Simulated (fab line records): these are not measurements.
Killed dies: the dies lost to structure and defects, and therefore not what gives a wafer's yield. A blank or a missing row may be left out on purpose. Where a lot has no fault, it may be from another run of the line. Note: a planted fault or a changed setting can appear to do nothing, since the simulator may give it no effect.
Which tool did it?    flow n5 finfet    Sampling: 12 lots, 36 wafers, 6 of 1938 route steps

== WHAT THE GAUGES SHOWED, per wafer ==
N5_BEOL_M4_INSPECT_30: inspects for defects (brightfield).
lot   measured      on                 raw defect count
L075  day 7 15:58   defect inspect-02  449 266 414
L076  day 8 03:29   defect inspect-01  307 348 302
L080  day 8 13:00   defect inspect-01  400 387 304
L081  day 9 08:39   defect inspect-01  593 357 469
L083  day 9 20:43   defect inspect-02  310 467 512
L084  day 10 02:05  defect inspect-02  337 298 323
L087  day 10 18:16  defect inspect-02  307 303 334
L088  day 10 20:23  defect inspect-02  373 387 471
L091  day 11 16:22  defect inspect-01  318 344 341
L093  day 12 07:53  defect inspect-02  303 296 321
L096  day 13 01:42  defect inspect-01  446 456 399
L097  day 13 04:00  defect inspect-02  396 545 294

== WHAT TOOL EACH LOT RAN ON (gives the tool, then ch and the chambers of the sampled wafers, and finally the start) ==
lot   N5_BEOL_M3_ETCH_77                  N5_BEOL_M3_ALD_98                  N5_BEOL_M3_ALD_84                    N5_BEOL_M3_ANNEAL_80          N5_BEOL_M3_SPUTTER_88
L075  rie diel-06 ch 1,2,3, day 7 05:24   ald sin-04 ch 1,2,3, day 7 05:30   ald metal-04 ch 0,1,3, day 7 08:10   pvd sputter-01, day 7 09:23   pvd sputter-01, day 7 10:01
L076  rie diel-03 ch 1,2,3, day 7 15:39   ald sin-01 ch 1,2,3, day 7 16:20   ald metal-01 ch 0,1,3, day 7 18:34   pvd sputter-02, day 7 19:38   pvd sputter-02, day 7 20:13
L080  rie diel-06 ch 0,1,3, day 8 04:48   ald sin-01 ch 0,1,3, day 8 04:54   ald metal-01 ch 0,1, day 8 06:15     pvd sputter-01, day 8 07:05   pvd sputter-01, day 8 07:40
L081  rie diel-06 ch 0,2, day 8 19:52     ald sin-04 ch 0,2, day 8 20:17     ald metal-04 ch 0,2,3, day 9 02:52   pvd sputter-03, day 9 04:04   pvd sputter-03, day 9 04:38
L083  rie diel-03 ch 0,2,3, day 9 14:19   ald sin-01 ch 0,1, day 9 14:25     ald metal-01 ch 0,3, day 9 15:38     pvd sputter-02, day 9 16:31   pvd sputter-02, day 9 17:05
L084  rie diel-03 ch 2,3, day 9 16:55     ald sin-01 ch 2,3, day 9 17:01     ald metal-03 ch 0,3, day 9 19:24     pvd sputter-02, day 9 20:19   pvd sputter-02, day 9 20:53
L087  rie diel-06 ch 0,1,3, day 10 07:13  ald sin-04 ch 0,2, day 10 07:31    ald metal-04 ch 0,1, day 10 11:47    pvd sputter-03, day 10 12:55  pvd sputter-03, day 10 13:29
L088  rie diel-03 ch 0,3, day 10 13:50    ald sin-01 ch 0,2, day 10 13:57    ald metal-03 ch 1,3, day 10 14:53    pvd sputter-02, day 10 15:47  pvd sputter-02, day 10 16:22
L091  rie diel-02 ch 1,2, day 11 09:06    ald sin-02 ch 0,2,3, day 11 09:12  ald metal-03 ch 1,2,3, day 11 10:01  pvd sputter-01, day 11 10:51  pvd sputter-01, day 11 11:26
L093  rie diel-02 ch 1,2, day 11 23:24    ald sin-02 ch 1,2,3, day 11 23:30  ald metal-03 ch 0,2,3, day 12 02:40  pvd sputter-02, day 12 03:27  pvd sputter-02, day 12 04:02
L096  rie diel-02 ch 0,1, day 12 13:15    ald sin-01 ch 0,1,3, day 12 13:21  ald metal-04 ch 2,3, day 12 18:02    pvd sputter-03, day 12 18:47  pvd sputter-03, day 12 19:22
L097  rie diel-03 ch 0,2, day 12 19:43    ald sin-04 ch 0,2, day 12 19:55    ald metal-04 ch 0,1,2, day 12 21:18  pvd sputter-02, day 12 22:18  pvd sputter-02, day 12 22:53
- N5_BEOL_M3_ETCH_77: etches underlayer in N2/H2, target depth 6.5 nm, time 5.2 s.
- N5_BEOL_M3_ALD_98: deposits SiO2, target thk 2.5 nm, pulse time 1 s, co reactant pulse time 1 s.
- N5_BEOL_M3_ALD_84: deposits TaN, pulse time 2 s, purge time 3 s, co reactant purge time 2 s.
- N5_BEOL_M3_ANNEAL_80: time 240 s.
- N5_BEOL_M3_SPUTTER_88: material Cu, target thk 4.5 nm, time 8.29 s.

== THE ANSWER, worked out from the rows above alone ==
Rule: usual is defined by the lots themselves. Put in order of their means at a reading, lots are off if they are a third of the lots or fewer, leave a main group of 4 or more, and stand apart from it by a gap of 3 or more times the standard deviation of the main group's means; of several such gaps the widest counts. The tables above print the reading to a certain number of digits; a main group whose means all agree to those digits is not used. A lot without any number at a reading at which 4 lots or more have one is off too. Where the step has rows for the other lots, those lots are counted as sound.
Across all readings shown, no lot is off: no conclusion can be drawn from this.

== WHAT HAD BEEN PUT IN BY THE SIMULATOR ==
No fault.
